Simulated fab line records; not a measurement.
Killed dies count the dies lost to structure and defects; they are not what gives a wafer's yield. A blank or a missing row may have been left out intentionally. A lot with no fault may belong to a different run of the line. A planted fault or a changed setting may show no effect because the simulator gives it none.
Matching of chambers ; flow n5_finfet ; 3 sister chambers for N5_BEOL_M0_SAQP_PECVD_00 on pecvd-04
The step deposits SiCN from 3MS/NH3, target thk 8 nm, time 14 s. 3 wafers are shown with their chamber, then 9 later ones without.

## WAFERS PAIRED WITH THEIR CHAMBERS
wafer;chamber;showerhead_plenum_p_Torr (Torr)
L085.6;1;3.699
L090.4;2;3.663
L090.5;0;3.660

## WAFERS WITHOUT THEIR CHAMBER
wafer;showerhead_plenum_p_Torr (Torr)
L091.3;3.687
L091.4;3.658
L091.5;3.653
L095.2;3.682
L095.5;3.701
L095.6;3.667
L097.2;3.659
L097.4;3.692
L097.6;3.648

## CHAMBER TAKEN BY EACH
wafer;from the rows above;in truth
L091.3;can't be placed: 1 or 2 or 0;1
L091.4;can't be placed: 0 or 2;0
L091.5;can't be placed: 0 or 2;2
L095.2;can't be placed: 1 or 2 or 0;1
L095.5;1;1
L095.6;can't be placed: 2 or 0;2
L097.2;can't be placed: 0 or 2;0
L097.4;1;1
L097.6;can't be placed: 0 or 2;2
Correctly placed: 2 of 9. Unplaceable from these rows: 7, with the true chamber sitting among the candidates in 7. Placed wrongly: 0.
How it was worked out, from the rows above alone: a wafer's distance from a chamber is the root of the sum, over the readings, of the square of ((its reading less the chamber's mean) divided by the reading's scatter). If the next closest chamber is less than 2 further off than the closest, the wafer can't be placed; otherwise it belongs to the closest. Each chamber's mean is taken over the wafers shown for it. The scatter (one wafer shown for each chamber): square how far every hidden wafer sits from the nearest shown wafer, average those squares and take the square root.
